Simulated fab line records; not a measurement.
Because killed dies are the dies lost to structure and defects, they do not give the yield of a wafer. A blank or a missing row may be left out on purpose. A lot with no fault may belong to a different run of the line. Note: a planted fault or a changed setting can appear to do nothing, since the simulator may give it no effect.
Chamber matching ; flow n5Finfet ; 3 sister chambers for N5_BEOL_M1_PECVD_72 on pecvd-02
The step deposits SiO2 from TEOS/O2, target thk 16 nm, time 18 s. 3 wafers are shown with their chamber, then 7 later ones without.

WAFERS WITH THEIR CHAMBER
wafer;chamber;showerheadPlenumPTorr (Torr)
L089.4;1;8.78
L089.5;0;8.91
L091.4;2;8.73

WAFERS WITH NO CHAMBER GIVEN
wafer;showerheadPlenumPTorr (Torr)
L091.6;8.92
L093.1;8.93
L093.3;8.78
L093.5;8.74
L094.1;8.78
L094.4;8.80
L094.5;8.74

WHICH CHAMBER EACH ONE RAN IN
wafer;from the rows above;in truth
L091.6;0;0
L093.1;0;0
L093.3;1;1
L093.5;2;2
L094.1;1;1
L094.4;1;1
L094.5;2;2
Correctly placed: 7 of 7. From these rows, 0 cannot be placed. 0 placed wrongly.
How it was worked out, from the rows above alone: a wafer's distance from a chamber is the root of the sum, over the readings, of the square of ((its reading less the chamber's mean) divided by the reading's scatter). If the next closest chamber is less than 2 further off than the closest, the wafer can't be placed; otherwise it belongs to the closest. The mean given for a chamber averages the wafers shown for that chamber. The scatter (one wafer shown for each chamber): square how far every hidden wafer sits from the nearest shown wafer, average those squares and take the square root.
